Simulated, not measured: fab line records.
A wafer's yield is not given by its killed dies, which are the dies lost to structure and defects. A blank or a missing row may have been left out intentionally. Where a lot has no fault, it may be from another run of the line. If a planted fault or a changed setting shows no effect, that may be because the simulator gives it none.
Split-lot experiment / flow n5Finfet / on a route of 1938 steps: 7 lots, 21 wafers read

ON THE SPLIT
At N5_BEOL_M14_TRENCH_ETCH_34 (etches SiO2 in C4F8/O2/Ar, target depth 556.65 nm, time 126.9 s), the setting timeS was moved away from the recipe's 126.9 s on 6 of the 21 wafers read, by -18.5% to +20.9%. All remaining wafers had this setting at the recipe value.

FROM THE SPLIT TO THE READING: what the file shows between them, 11 steps
- N5_BEOL_M14_STRIP_70: strips in C4F8/O2/Ar
- N5_BEOL_M14_OCD_MEAS_35
- N5_BEOL_M14_SPUTTER_43: material TaN, target thk 15 nm, time 24.19 s (also split here: powerW)
- N5_BEOL_M14_SPUTTER_44: material Ta, target thk 15 nm, time 24.19 s
- N5_BEOL_M14_SPUTTER_45: material Cu, target thk 100 nm, time 16.67 s
- N5_BEOL_M14_ECD_47: material Cu, target thk 1248 nm
- N5_BEOL_M14_ANNEAL_48: time 90 s
- N5_BEOL_M14_CMP_49: polishes, stops on SiO2, t overpolish 5.2 s, target thk 560 nm
- N5_BEOL_M14_THK_MEAS_50: measures by xrf
- N5_BEOL_M14_PRE_CLEAN_52: time 15 s
- N5_BEOL_M14_DEP_53: deposits SiCN from 3MS/NH3, target thk 50 nm, time 17.8 s

THE READING
At N5_BEOL_M14_RS_MEAS_54, a four-point-probe measurement gives M14_RS in ohm/sq. On this fab line, fault-free wafers typically give 0.0331 ohm/sq with a standard deviation of 0.00059 ohm/sq.

wafer=L075.2; tool, chamber at the split=rieDiel-06, 0; timeS as run, s=126.9; against the recipe=recipe; M14_RS, ohm/sq=0.0330; against lot-mates on the recipe=-
wafer=L075.3; tool, chamber at the split=rieDiel-06, 1; timeS as run, s=126.9; against the recipe=recipe; M14_RS, ohm/sq=0.0334; against lot-mates on the recipe=-
wafer=L075.5; tool, chamber at the split=rieDiel-06, 1; timeS as run, s=126.9; against the recipe=recipe; M14_RS, ohm/sq=0.0336; against lot-mates on the recipe=-
wafer=L076.2; tool, chamber at the split=rieDiel-04, 0; timeS as run, s=103.4; against the recipe=-18.5%; M14_RS, ohm/sq=0.0410; against lot-mates on the recipe=+0.0070
wafer=L076.3; tool, chamber at the split=rieDiel-04, 1; timeS as run, s=103.4; against the recipe=-18.5%; M14_RS, ohm/sq=0.0414; against lot-mates on the recipe=+0.0074
wafer=L076.6; tool, chamber at the split=rieDiel-04, 1; timeS as run, s=126.9; against the recipe=recipe; M14_RS, ohm/sq=0.0340; against lot-mates on the recipe=-
wafer=L080.2; tool, chamber at the split=rieDiel-06, 1; timeS as run, s=126.9; against the recipe=recipe; M14_RS, ohm/sq=0.0335; against lot-mates on the recipe=-
wafer=L080.3; tool, chamber at the split=rieDiel-06, 2; timeS as run, s=126.9; against the recipe=recipe; M14_RS, ohm/sq=0.0333; against lot-mates on the recipe=-
wafer=L080.5; tool, chamber at the split=rieDiel-06, 1; timeS as run, s=126.9; against the recipe=recipe; M14_RS, ohm/sq=0.0335; against lot-mates on the recipe=-
wafer=L082.3; tool, chamber at the split=rieDiel-04, 1; timeS as run, s=126.9; against the recipe=recipe; M14_RS, ohm/sq=0.0339; against lot-mates on the recipe=-
wafer=L082.4; tool, chamber at the split=rieDiel-04, 0; timeS as run, s=126.9; against the recipe=recipe; M14_RS, ohm/sq=0.0334; against lot-mates on the recipe=-
wafer=L082.6; tool, chamber at the split=rieDiel-04, 3; timeS as run, s=126.9; against the recipe=recipe; M14_RS, ohm/sq=0.0334; against lot-mates on the recipe=-
wafer=L086.1; tool, chamber at the split=rieDiel-04, 0; timeS as run, s=153.4; against the recipe=+20.9%; M14_RS, ohm/sq=0.0274; against lot-mates on the recipe=-0.0068
wafer=L086.4; tool, chamber at the split=rieDiel-04, 1; timeS as run, s=153.4; against the recipe=+20.9%; M14_RS, ohm/sq=0.0277; against lot-mates on the recipe=-0.0065
wafer=L086.5; tool, chamber at the split=rieDiel-04, 1; timeS as run, s=126.9; against the recipe=recipe; M14_RS, ohm/sq=0.0342; against lot-mates on the recipe=-
wafer=L085.2; tool, chamber at the split=rieDiel-04, 0; timeS as run, s=147; against the recipe=+15.8%; M14_RS, ohm/sq=0.0286; against lot-mates on the recipe=-0.0054
wafer=L085.3; tool, chamber at the split=rieDiel-04, 1; timeS as run, s=126.9; against the recipe=recipe; M14_RS, ohm/sq=0.0340; against lot-mates on the recipe=-
wafer=L085.4; tool, chamber at the split=rieDiel-04, 3; timeS as run, s=147; against the recipe=+15.8%; M14_RS, ohm/sq=0.0286; against lot-mates on the recipe=-0.0054
wafer=L096.1; tool, chamber at the split=rieDiel-06, 3; timeS as run, s=126.9; against the recipe=recipe; M14_RS, ohm/sq=0.0329; against lot-mates on the recipe=-
wafer=L096.4; tool, chamber at the split=rieDiel-06, 1; timeS as run, s=126.9; against the recipe=recipe; M14_RS, ohm/sq=0.0342; against lot-mates on the recipe=-
wafer=L096.6; tool, chamber at the split=rieDiel-06, 3; timeS as run, s=126.9; against the recipe=recipe; M14_RS, ohm/sq=0.0322; against lot-mates on the recipe=-

FIT RESULTS
A straight line over all 21 wafers: M14_RS changes by -0.00034 ohm/sq for each +1% of timeS; r = -0.98; the points scatter about the line by 0.0007 ohm/sq.
The same after taking each lot's own level away (the mean of its wafers on the recipe; 21 wafers): -0.00035 ohm/sq for each +1%; r = -0.99; scatter 0.00046 ohm/sq.
Per that fit: largest timeS move, reading shift of 0.0073 ohm/sq.
From 0.03310 to 0.03420 ohm/sq: that is the span of the lots' own levels, equal to 1.9 times the standard deviation above.
The two slopes are in agreement: the lot-to-lot level therefore moves the slope only a little.
Check: for one of the wafers moved furthest among these (+20.9%), held out of the fit, the line's prediction against its lot-mates is -0.00727 ohm/sq. It came out at -0.0068 ohm/sq against them.

OTHER SPLITS ON THESE WAFERS
Other splits were also applied to these wafers ahead of the reading. Each is held against what the fit with the lots' levels taken away leaves over:
other split on the same wafers=N5_BEOL_M14_DESCUM_15 timeS; wafers away from the commonest value=12; r with M14_RS (lot level and that fit taken away)=-0.58
other split on the same wafers=N5_BEOL_M14_SPUTTER_43 powerW; wafers away from the commonest value=8; r with M14_RS (lot level and that fit taken away)=-0.07

THE WHOLE CHAIN: every reading that the file lists as answering this split, in the file's order
step=N5_BEOL_M14_TRENCH_ETCH_34; what it does=etches SiO2 in C4F8/O2/Ar, target depth 556.65 nm, time 126.9 s; reading=etch.depthNm (the simulator's own value, which no gauge read); change (the file's fit)=+5.8 nm for each +1% of the setting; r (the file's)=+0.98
step=N5_BEOL_M14_OCD_MEAS_35; what it does=; reading=trenchDepthNm; change (the file's fit)=+5.8 nm for each +1% of the setting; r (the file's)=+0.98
step=N5_BEOL_M14_CMP_49; what it does=polishes, stops on SiO2, t overpolish 5.2 s, target thk 560 nm; reading=Cu_of_BEOL_M14_ECD_47.thkNm (the simulator's own value, which no gauge read); change (the file's fit)=+5.81 nm for each +1% of the setting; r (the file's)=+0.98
step=N5_BEOL_M14_THK_MEAS_50; what it does=measures by xrf; reading=M14_THK; change (the file's fit)=+6.19 for each +1% of the setting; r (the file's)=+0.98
step=N5_BEOL_M14_RS_MEAS_54; what it does=measures by four-point-probe; reading=M14_RS; change (the file's fit)=-0.000348 for each +1% of the setting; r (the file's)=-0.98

FILE'S OWN FIT
M14_RS changes by -0.000348 ohm/sq for each +1% of timeS, r = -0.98.
